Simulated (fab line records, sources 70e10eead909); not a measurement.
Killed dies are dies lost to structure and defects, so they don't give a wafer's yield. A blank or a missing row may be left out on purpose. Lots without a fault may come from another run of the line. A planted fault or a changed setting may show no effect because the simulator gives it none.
A struck lot beside a sound one | flow nand_harc | 13 steps out of a route of 1159
Sound: wafers L314.2, L314.4, L314.5. Struck: wafers L322.1, L322.5, L322.6. The cause comes at the end.
At each step with rows: each side's tool, then ch and its chambers, then its first start. Under that, the readings that differ: sound wafers | struck wafers | difference of the means | sigmas: that difference in standard deviations of wafers without a fault.
alike: readings whose means differ by less than 2 such deviations, and words and numbers that are the same on both sides. not compared: withheld readings, readings that some wafer has no value for, bounds like >300 that may hide the same value, and numbers for which the record gives no deviation and whose values overlap.
The two part at a step that has a row with sigmas, a row that says differs or no value, or rows on one side only. Numbers that don't overlap but have no deviation are shown without sigmas and don't part them. A reading that every wafer of one side lacks parts them only if that side has two wafers or more.

NHARC_A_STAIRCASE_TRIM_26: chemistry O2, time 211.2 s.
  sound on rie_diel-04 ch 0,1; struck on rie_diel-12 ch 0,1
  alike: drypump_motor_current_A, oes_product_au, rf_vpp_V, showerhead_plenum_p_Torr, throttle_valve_pct
  not compared: rf_hours_counter_h
NHARC_A_STAIRCASE_ETCH_27: etches the open film in C4F8/O2, target depth 100 nm, time 40.5 s.
  sound on rie_diel-04 ch 1,2; struck on rie_diel-12 ch 0,1,3
  alike: oes_product_au, rf_vpp_V
  not compared: rf_hours_counter_h
NHARC_A_STAIRCASE_STRIP_175: strips in O2.
  sound on plasma_asher-02 ch 0,1, day 11 09:10; struck on plasma_asher-01 ch 0,1, day 13 07:32
  alike: drypump_motor_current_A, heater_power_w
  not compared: rf_hours_counter_h
then, 8 steps without rows for these wafers: NHARC_A_STAIRCASE_STRIP_148 (strips in SPM, time 900 s); NHARC_A_STAIRCASE_PRECLEAN_149 (cleans in SC1); NHARC_A_STAIRCASE_SRD_150; NHARC_A_STAIRCASE_DEHYDRATE_176 (time 120 s); NHARC_A_STAIRCASE_HMDS_177 (time 30 s); NHARC_A_STAIRCASE_COAT_178; NHARC_A_STAIRCASE_SOFTBAKE_179 (time 170 s); NHARC_A_STAIRCASE_EBR_180.
NHARC_A_STAIRCASE_EXPOSE_181: exposes mask STAIR 2.
  sound on krf_scanner-02 ch 0, day 11 10:16; struck on krf_scanner-02, day 13 08:38
  no value came back on the struck wafers for exposure_dose_mJ_cm2, focus_offset_nm (nm); on the sound wafers exposure_dose_mJ_cm2 reads 27.898 27.881 27.896
  alike: mask
then, 1 step without rows for these wafers: NHARC_A_STAIRCASE_PEB_182 (peb time 130 s).

WHERE THEY PART
Only at NHARC_A_STAIRCASE_EXPOSE_181, within this record.

WHY: what the simulator had put in
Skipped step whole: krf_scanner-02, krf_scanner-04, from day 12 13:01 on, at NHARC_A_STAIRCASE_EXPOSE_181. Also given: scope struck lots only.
